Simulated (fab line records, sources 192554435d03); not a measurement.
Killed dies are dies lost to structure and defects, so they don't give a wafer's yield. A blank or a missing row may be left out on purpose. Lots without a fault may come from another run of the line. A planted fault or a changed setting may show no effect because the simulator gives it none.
One fault seen from 2 desks | flow n5_finfet | each desk has only its own numbers; what lay behind them comes last

THE TOOL OWNER'S DESK: rie_diel-06
The tool's own readings at N5_BEOL_M8_TRENCH_ETCH_37 (etches SiCOH lowk in C4F6/O2, target depth 93.478 nm, time 31.2 s): means of the sampled wafers that have a number, for each lot that ran on this tool. A lot is out of limits, marked OUT, if its mean lies more than 4 standard deviations from the usual mean; the brackets give that distance.
Columns: A = drypump_motor_current_A at N5_BEOL_M8_TRENCH_ETCH_37, usual 5.8 A; B = oes_o_777_au at N5_BEOL_M8_TRENCH_ETCH_37, usual 0.80 a.u.; C = oes_product_au at N5_BEOL_M8_TRENCH_ETCH_37, usual 0.80 a.u.; D = rf_vpp_V at N5_BEOL_M8_TRENCH_ETCH_37, usual 667 V; E = showerhead_plenum_p_Torr at N5_BEOL_M8_TRENCH_ETCH_37, usual 2.89 Torr; F = throttle_valve_pct at N5_BEOL_M8_TRENCH_ETCH_37, usual 20.73 %
lot  | first seen here | A   | B    | C    | D   | E    | F
L649 | day 11 09:39    | 6.0 | 0.76 | 0.76 | 661 | 2.85 | 20.86
L652 | day 12 17:57    | 6.3 | 0.82 | 0.83 | 665 | 2.94 | 20.61
L655 | day 13 04:20    | 6.3 | 0.82 | 0.90 | 665 | 2.94 | 20.65
This desk's finding: nothing out of limits on any of the 3 lots.

THE METROLOGY DESK
What the gauges read, lot by lot, whatever tool the lot ran on: means of the sampled wafers that have a number. A lot is out of limits, marked OUT, if its mean lies more than 4 standard deviations from the usual mean; the brackets give that distance. Of its 26 readings 7 are shown: the one that was out of limits first, and those that lie furthest out on some lot.
Columns: A = trench_depth_nm at N5_BEOL_M8_OCD_MEAS_38, usual 93.5 nm; B = M8_THK at N5_BEOL_M8_THK_MEAS_53, usual 80.3 nm; C = M8_RS at N5_BEOL_M8_RS_MEAS_57, usual 0.288 ohm/sq; D = COMB_M11 at N5_BEOL_M15_RC_MEAS_101, usual 1.4e-11 S/m; E = SERP_M12 at N5_BEOL_M15_RC_MEAS_101, usual 0.632 ohm/um; F = SERP_M8 at N5_BEOL_M15_RC_MEAS_101, usual 14.0 ohm/um; G = SERP_M8_max_site at N5_BEOL_M15_RC_MEAS_101, usual 14.6 ohm/um
lot  | first seen here | A               | B               | C                | D       | E     | F               | G
L649 | day 11 08:46    | 92.6            | 80.2            | 0.286            | 1.5e-11 | 0.635 | 14.0            | 14.5
L651 | day 11 16:35    | 93.3            | 80.1            | 0.291            | 2.0e-11 | 0.625 | 13.8            | 14.3
L652 | day 12 17:35    | 94.4            | 82.3            | 0.285            | 1.2e-11 | 0.637 | 14.0            | 14.6
L655 | day 13 03:58    | 106.9 (+13) OUT | 92.0 (+8.3) OUT | 0.251 (-6.5) OUT | 1.1e-11 | 0.638 | 12.2 (-4.2) OUT | 12.7
L662 | day 14 23:47    | 93.7            | 81.1            | 0.284            | 1.3e-11 | 0.609 | 13.9            | 14.5
L664 | day 15 05:52    | 93.5            | 81.4            | 0.284            | 1.0e-11 | 0.629 | 14.0            | 14.4
L665 | day 15 12:34    | 93.1            | 80.0            | 0.289            | 1.5e-11 | 0.627 | 13.9            | 14.6
This desk's finding: out of limits on L655; first on L655, day 13 04:29 (trench_depth_nm at N5_BEOL_M8_OCD_MEAS_38). In limits: L649, L651, L652, L662, L664, L665.

PUT TOGETHER
The metrology desk could have raised an alarm at day 13 04:29, on L655.
The tool owner's desk saw nothing out of limits.
The tool owner's desk has L655 on record, within its limits.
Of the lots named, all ran N5_BEOL_M8_TRENCH_ETCH_37 on rie_diel-06.

WHAT THE SIMULATOR HAD PUT IN
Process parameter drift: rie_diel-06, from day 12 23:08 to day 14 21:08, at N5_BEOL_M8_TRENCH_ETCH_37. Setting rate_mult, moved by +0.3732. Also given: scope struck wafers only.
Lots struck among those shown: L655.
Hours from the fault's start to each desk's first reading out of limits: the metrology desk, 5.
